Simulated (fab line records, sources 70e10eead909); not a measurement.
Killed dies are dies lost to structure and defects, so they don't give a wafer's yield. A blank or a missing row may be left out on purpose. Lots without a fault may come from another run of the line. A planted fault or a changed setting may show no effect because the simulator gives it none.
Which tool did it? | flow nand_harc | 12 lots, 36 wafers sampled, at 4 steps of a route of 1159

WHAT THE GAUGES READ, wafer by wafer
NHARC_A_ONON_D1_THK_MEAS_27: measures by ellipsometry. Usual: thk_nm 1000 nm, standard deviation 10.
lot  | measured     | on            | thk_nm (nm)    | flag
L992 | day 7 11:47  | film_metro-02 | 1013 1014 1012 |
L993 | day 8 08:35  | film_metro-01 | 982 981 984    |
L996 | day 8 22:23  | film_metro-02 | 1002 1001 1001 |
L994 | day 8 22:44  | film_metro-01 | 992 991 992    |
L997 | day 9 10:37  | film_metro-01 | 1006 1006 1006 |
L103 | day 10 16:37 | film_metro-01 | 995 995 996    |
L104 | day 11 02:07 | film_metro-02 | 1010 1009 1011 |
L105 | day 11 02:08 | film_metro-01 | 985 987 989    |
L110 | day 12 11:22 | film_metro-02 | 983 985 984    |
L111 | day 12 18:34 | film_metro-02 | 1000 1000 1000 |
L113 | day 13 12:34 | film_metro-01 | 1007 1008 1006 |
L114 | day 13 12:54 | film_metro-02 | 999 1001 999   |

NHARC_A_CHANNEL_HOLE_D1_CD_MEAS_10: target cd 100 nm. Usual: cd_nm 100.2 nm, standard deviation 0.67.
lot  | measured     | on        | cd_nm (nm)        | flag
L992 | day 7 15:35  | cd_sem-02 | 99.3 99.7 99.4    |
L993 | day 8 15:37  | cd_sem-03 | 99.0 98.7 99.5    |
L996 | day 9 02:32  | cd_sem-01 | 100.8 100.2 100.2 |
L994 | day 9 03:25  | cd_sem-02 | 100.5 98.8 99.9   |
L997 | day 9 14:19  | cd_sem-02 | 96.6 95.8 96.3    | OFF
L103 | day 10 23:29 | cd_sem-03 | 97.4 97.5 97.9    | OFF
L104 | day 11 07:44 | cd_sem-01 | 98.3 97.7 98.2    | OFF
L105 | day 11 06:54 | cd_sem-01 | 100.6 99.9 99.2   |
L110 | day 12 15:50 | cd_sem-02 | 101.0 99.0 99.6   |
L111 | day 12 22:23 | cd_sem-02 | 100.3 99.4 100.1  |
L113 | day 13 18:31 | cd_sem-02 | 100.2 100.6 101.2 |
L114 | day 13 20:26 | cd_sem-01 | 101.3 101.0 101.4 |

NHARC_A_CHANNEL_HOLE_D1_OVL_MEAS_11. Usual: overlay_x_nm -0.1 nm, standard deviation 0.79; overlay_y_nm -0.1 nm, standard deviation 0.85.
lot  | measured     | on         | overlay_x_nm (nm) | overlay_y_nm (nm) | flag
L992 | day 7 15:41  | overlay-01 | -0.4 -0.1 -0.3    | 0.5 -0.9 -0.6     |
L993 | day 8 15:42  | overlay-01 | 0.5 -0.2 0.1      | -0.1 -0.3 -0.1    |
L996 | day 9 02:37  | overlay-01 | -0.6 -0.7 -0.2    | 2.0 1.6 1.6       |
L994 | day 9 03:30  | overlay-01 | 0.9 0.6 0.6       | -1.2 0.4 -0.4     |
L997 | day 9 14:24  | overlay-02 | 0.2 0.2 0.2       | -1.0 -0.5 -0.5    |
L103 | day 10 23:34 | overlay-02 | -0.4 -0.8 -0.8    | -0.6 -0.8 -0.4    |
L104 | day 11 07:50 | overlay-01 | -1.2 -1.0 -1.2    | -0.4 -0.8 -0.9    |
L105 | day 11 06:59 | overlay-02 | 1.0 1.0 1.0       | 1.0 1.4 1.1       |
L110 | day 12 15:55 | overlay-02 | 0.0 0.0 -0.4      | 0.2 0.2 0.2       |
L111 | day 12 22:29 | overlay-02 | 0.0 0.3 0.0       | 0.6 1.3 0.8       |
L113 | day 13 18:37 | overlay-02 | 1.4 1.2 1.0       | 0.9 0.7 0.9       |
L114 | day 13 20:31 | overlay-02 | -0.1 -0.1 0.4     | 0.9 0.7 0.6       |

WHICH TOOL RAN EACH LOT (tool, then ch and the chambers of the sampled wafers, then the start)
lot  | NHARC_A_CHANNEL_HOLE_D1_EXPOSE_07
L992 | arfi_scanner-01 ch 0, day 7 15:27
L993 | arfi_scanner-01 ch 0, day 8 15:29
L996 | arfi_scanner-02 ch 0, day 9 02:24
L994 | arfi_scanner-01 ch 0, day 9 03:17
L997 | arfi_scanner-01 ch 0, day 9 14:11
L103 | arfi_scanner-01 ch 0, day 10 23:20
L104 | arfi_scanner-01 ch 0, day 11 07:36
L105 | arfi_scanner-03 ch 0, day 11 06:46
L110 | arfi_scanner-03 ch 0, day 12 15:42
L111 | arfi_scanner-02 ch 0, day 12 22:15
L113 | arfi_scanner-02 ch 0, day 13 18:23
L114 | arfi_scanner-03 ch 0, day 13 20:17
- NHARC_A_CHANNEL_HOLE_D1_EXPOSE_07: exposes mask HOLE D1, target cd 100 nm.

WHAT THE TOOLS THEMSELVES READ (means of the sampled wafers that have a number; where no wafer has one, the mark that the record gives instead)
NHARC_A_CHANNEL_HOLE_D1_EXPOSE_07. Usual: exposure_dose_mJ_cm2 59.65, standard deviation 0.059; reticle_temp_C 22.97 C, standard deviation 0.11.
lot  | tool            | exposure_dose_mJ_cm2 | reticle_temp_C (C) | flag
L992 | arfi_scanner-01 | 59.65                | 22.93              |
L993 | arfi_scanner-01 | 59.63                | 23.01              |
L996 | arfi_scanner-02 | 59.57                | 22.85              |
L994 | arfi_scanner-01 | 59.61                | 23.07              |
L997 | arfi_scanner-01 | 54.46                | 22.91              | OFF
L103 | arfi_scanner-01 | 55.52                | 22.95              | OFF
L104 | arfi_scanner-01 | 56.37                | 23.19              | OFF
L105 | arfi_scanner-03 | 59.59                | 22.91              |
L110 | arfi_scanner-03 | 59.61                | 22.86              |
L111 | arfi_scanner-02 | 59.71                | 22.98              |
L113 | arfi_scanner-02 | 59.67                | 23.03              |
L114 | arfi_scanner-03 | 59.67                | 23.00              |

THE ANSWER, worked out from the rows above alone
Rule: a lot is off if the mean of its wafers that have a number lies more than 3 standard deviations from the usual mean. A lot without any number at a reading at which 4 lots or more have one is off too. The other lots that the step has rows for count as sound. The gauges are gone through in route order, then the tools' own readings, and for those a lot's mean is taken as printed above. The first step at which some lot is off is used, and at that step the reading that is off furthest; a lot without a number counts as furthest.
Off: L997, L103, L104, at NHARC_A_CHANNEL_HOLE_D1_CD_MEAS_10 (cd_nm).
A tool fits if, at a process step before that reading, it ran every lot that is off, and no sound lot after the first of them. The gauges at NHARC_A_CHANNEL_HOLE_D1_CD_MEAS_10 aren't tried: what is off there is off at NHARC_A_CHANNEL_HOLE_D1_EXPOSE_07 too, on other tools, and a gauge's error can't cause that. One fits: arfi_scanner-01 at NHARC_A_CHANNEL_HOLE_D1_EXPOSE_07. Its last sound lot is L994 (day 9 03:17), its first lot that is off L997 (day 9 14:11): a fault that began between those two fits.
The tool's own readings at NHARC_A_CHANNEL_HOLE_D1_EXPOSE_07 bear it out: on the lots that are off they differ by more than 5 times the standard deviation of the sound lots' means. exposure_dose_mJ_cm2 reads 55.45 there against 59.63 on the sound lots.

WHAT THE SIMULATOR HAD PUT IN
Process parameter drift: arfi_scanner-01, from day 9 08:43 on, at NHARC_A_CHANNEL_HOLE_D1_EXPOSE_07. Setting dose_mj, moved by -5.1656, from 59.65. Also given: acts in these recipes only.
Lots struck among those shown: L997, L103, L104. The rule above found the same.
